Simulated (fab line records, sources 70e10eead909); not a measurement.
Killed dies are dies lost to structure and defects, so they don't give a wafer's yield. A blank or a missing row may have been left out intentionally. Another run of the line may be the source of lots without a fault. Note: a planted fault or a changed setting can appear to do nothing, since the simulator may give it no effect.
A single fault, viewed from 2 desks | flow nand harc | every desk sees just its own numbers, and what lay behind them comes last

METROLOGY DESK
What the gauges read for every lot (on any tool): the sampled wafers with a number, averaged. Marked OUT: a lot whose mean sits more than 4 standard deviations from the usual mean, which makes it out of limits; the brackets give that distance.
Columns: A = thk nm at NHARC_A_ONON_D1_THK_MEAS_02, usual 999 nm; B = thk nm at NHARC_A_ONON_D1_THK_MEAS_21, usual 1000 nm
lot  | first seen here | A    | B
L825 | day 7 21:53     | 1000 | 1019
L826 | day 8 01:32     | 992  | 1015
L829 | day 8 17:47     | 991  | 1002
L828 | day 8 17:48     | 987  | 998
L827 | day 8 17:52     | 1002 | 1010
L831 | day 9 12:35     | 992  | 976
L832 | day 9 18:41     | 1000 | 998
L836 | day 10 17:37    | 1019 | 1007
L838 | day 11 12:14    | 994  | 757 (-22) OUT
L842 | day 11 19:03    | 984  | 494 (-46) OUT
L839 | day 11 19:04    | 996  | 836 (-15) OUT
L843 | day 12 11:47    | 1009 | 1001
L844 | day 12 22:14    | 1000 | 1013
L846 | day 13 04:17    | 1007 | 999
This desk finds L838, L839, L842 out of limits, L838 being first, at day 11 22:16 (thk nm at NHARC_A_ONON_D1_THK_MEAS_21). L825, L826, L829, L828, L827, L831, L832, L836, L843, L844, L846 stayed within limits.

THE DEFECT DESK
For each lot, the counts of the inspections along the route, averaged over the sampled wafers that have a number. Marked OUT: a lot whose mean sits more than 4 standard deviations from the usual mean, which makes it out of limits; the brackets give that distance.
Columns: A = raw defect count at NHARC_A_SOURCE_PLATE_INSPECT_08, usual 64
lot  | first seen here | A
L825 | day 7 21:19     | 58
L826 | day 8 00:58     | 40
L828 | day 8 17:13     | 41
L829 | day 8 17:13     | 45
L827 | day 8 17:16     | 110
L831 | day 9 12:00     | 112
L832 | day 9 18:07     | 21
L836 | day 10 17:03    | 78
L838 | day 11 11:40    | 62
L842 | day 11 18:28    | 46
L839 | day 11 18:29    | 51
L843 | day 12 11:12    | 35
L844 | day 12 21:38    | 55
L846 | day 13 03:42    | 49
This desk's finding: nothing out of limits on any of the 14 lots.

TAKEN TOGETHER
At day 11 22:16 the metrology desk could have sounded an alarm, on L838, L839, L842.
Nothing the defect desk looked at was out of limits.
The defect desk has L838, L839, L842 on record, within its limits.
The lots listed all ran NHARC_A_ONON_D1_DEP_19 on pecvd onon-03.

WHAT THE SIMULATOR HAD INSERTED
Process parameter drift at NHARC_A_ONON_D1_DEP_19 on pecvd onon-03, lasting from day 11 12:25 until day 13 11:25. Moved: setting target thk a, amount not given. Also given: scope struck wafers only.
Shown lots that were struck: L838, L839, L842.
Delay in hours, fault start to first out-of-limits reading, per desk: metrology desk 10.
